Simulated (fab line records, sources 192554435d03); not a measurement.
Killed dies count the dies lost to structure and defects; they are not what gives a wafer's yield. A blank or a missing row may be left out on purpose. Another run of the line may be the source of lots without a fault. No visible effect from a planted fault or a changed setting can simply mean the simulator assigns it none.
Which tool was responsible? / flow n5 finfet / 29 wafers from 10 lots sampled at 3 of the route's 1938 steps

== WHAT THE GAUGES READ, wafer by wafer ==
N5_BEOL_M1_INSPECT_59: inspects for defects (darkfield).
lot=L613; measured=day 7 06:10; on=defect inspect-01; raw defect count=136 60 34
lot=L612; measured=day 7 08:06; on=defect inspect-02; raw defect count=49 67 97
lot=L617; measured=day 8 01:04; on=defect inspect-01; raw defect count=56 60 65
lot=L619; measured=day 8 04:19; on=defect inspect-01; raw defect count=91 151 89
lot=L622; measured=day 9 01:14; on=defect inspect-01; raw defect count=612 568 586
lot=L623; measured=day 9 09:26; on=defect inspect-01; raw defect count=70 88
lot=L624; measured=day 9 18:28; on=defect inspect-02; raw defect count=587 645 577
lot=L625; measured=day 10 23:38; on=defect inspect-02; raw defect count=57 27 57
lot=L634; measured=day 12 08:31; on=defect inspect-02; raw defect count=79 84 76
lot=L635; measured=day 12 15:14; on=defect inspect-01; raw defect count=51 152 103

== WHICH TOOL RAN EACH LOT (tool, then ch and the chambers of the sampled wafers, then the start) ==
lot=L613; N5_BEOL_M1_ANNEAL_91=pvd sputter-03, day 7 04:31; N5_BEOL_M1_PRE_CLEAN_56=pecvd-04 ch 0,1,2, day 7 06:03
lot=L612; N5_BEOL_M1_ANNEAL_91=pvd sputter-01, day 7 06:26; N5_BEOL_M1_PRE_CLEAN_56=pecvd-04 ch 0,1, day 7 07:59
lot=L617; N5_BEOL_M1_ANNEAL_91=pvd sputter-03, day 7 23:25; N5_BEOL_M1_PRE_CLEAN_56=pecvd-04 ch 1,2, day 8 00:57
lot=L619; N5_BEOL_M1_ANNEAL_91=pvd sputter-02, day 8 02:40; N5_BEOL_M1_PRE_CLEAN_56=pecvd-04 ch 1,2, day 8 04:12
lot=L622; N5_BEOL_M1_ANNEAL_91=pvd sputter-01, day 8 23:27; N5_BEOL_M1_PRE_CLEAN_56=pecvd-04 ch 0,1,2, day 9 01:07
lot=L623; N5_BEOL_M1_ANNEAL_91=pvd sputter-01, day 9 07:44; N5_BEOL_M1_PRE_CLEAN_56=pecvd-02 ch 1,2, day 9 09:19
lot=L624; N5_BEOL_M1_ANNEAL_91=pvd sputter-01, day 9 16:49; N5_BEOL_M1_PRE_CLEAN_56=pecvd-04 ch 0,1, day 9 18:21
lot=L625; N5_BEOL_M1_ANNEAL_91=pvd sputter-03, day 10 21:59; N5_BEOL_M1_PRE_CLEAN_56=pecvd-03 ch 0,1, day 10 23:31
lot=L634; N5_BEOL_M1_ANNEAL_91=pvd sputter-01, day 12 06:10; N5_BEOL_M1_PRE_CLEAN_56=pecvd-02 ch 0,1, day 12 08:23
lot=L635; N5_BEOL_M1_ANNEAL_91=pvd sputter-02, day 12 13:35; N5_BEOL_M1_PRE_CLEAN_56=pecvd-02 ch 0,1,2, day 12 15:08
- N5_BEOL_M1_ANNEAL_91: time 240 s.
- N5_BEOL_M1_PRE_CLEAN_56: time 15 s.

== THE ANSWER, worked out from the rows above alone ==
Rule: usual is defined by the lots themselves. Put in order of their means at a reading, lots are off if they are a third of the lots or fewer, leave a main group of 4 or more, and stand apart from it by a gap of 3 or more times the standard deviation of the main group's means; of several such gaps the widest counts. If all means in a main group match to the digits the tables above print for the reading, that group is not used. Also off: a lot with no number at a reading for which 4 or more lots have one. Where the step has rows for the other lots, those lots are counted as sound.
Off: L622, L624, at N5_BEOL_M1_INSPECT_59 (raw defect count). The main group has a mean of 78 with a standard deviation of 19.
A tool fits if, at a process step before that reading, it ran every lot that is off, and no sound lot after the first of them. Those tools and the gauges at N5_BEOL_M1_INSPECT_59 are tried in the same way. One fits: N5_BEOL_M1_PRE_CLEAN_56 on pecvd-04. A fault onset in the window from L619 (day 8 04:12, its last sound lot) to L622 (day 9 01:07, its first lot off) fits.

== WHAT THE SIMULATOR HAD PUT IN ==
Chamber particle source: pecvd-04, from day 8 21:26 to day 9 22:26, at N5_BEOL_M1_PRE_CLEAN_56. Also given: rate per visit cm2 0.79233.
Shown lots that were struck: L622, L624. The rule above reached the same finding.
